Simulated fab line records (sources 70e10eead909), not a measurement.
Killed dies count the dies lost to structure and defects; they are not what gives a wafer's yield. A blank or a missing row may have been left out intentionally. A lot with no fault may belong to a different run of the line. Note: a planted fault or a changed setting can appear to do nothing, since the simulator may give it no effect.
Matching of chambers    flow nand harc    NHARC_A_BLC_STRIP_21 on rie diel-05 has 4 sister chambers
The step strips in O2. 8 wafers are shown with their chamber, then 7 later ones without.

== WAFERS WITH THEIR CHAMBER ==
wafer   chamber  showerhead plenum p Torr (Torr)  drypump motor current A (A)
L974.5  1        3.52                             5.42
L977.4  2        3.67                             5.58
L977.5  0        3.66                             5.65
L977.6  1        3.52                             5.44
L981.2  0        3.65                             5.67
L981.6  2        3.67                             5.58
L979.4  3        3.56                             5.41
L979.5  3        3.56                             5.41

== WAFERS WITHOUT THEIR CHAMBER ==
wafer   showerhead plenum p Torr (Torr)  drypump motor current A (A)
L979.6  3.65                             5.63
L982.2  3.56                             5.41
L982.3  3.52                             5.39
L982.4  3.65                             5.65
L988.2  3.65                             5.65
L988.3  3.52                             5.39
L988.4  3.56                             5.39

== THE CHAMBER EACH PASSED THROUGH ==
wafer   from the rows above  in truth
L979.6  0                    0
L982.2  3                    3
L982.3  1                    1
L982.4  0                    0
L988.2  0                    0
L988.3  1                    1
L988.4  3                    3
Correct placement for 7 of the 7. Can't be placed from these rows: 0. Wrongly placed: 0.
How it was worked out, from the rows above alone: a wafer's distance from a chamber is the root of the sum, over the readings, of the square of ((its reading less the chamber's mean) divided by the reading's scatter). The wafer belongs to the nearest chamber; if the next one is less than 2 further off, it can't be placed. The mean given for a chamber averages the wafers shown for that chamber. The scatter: take each reading less its chamber's mean, square it, sum over the shown wafers, divide by the number of wafers less the number of chambers, and take the root.
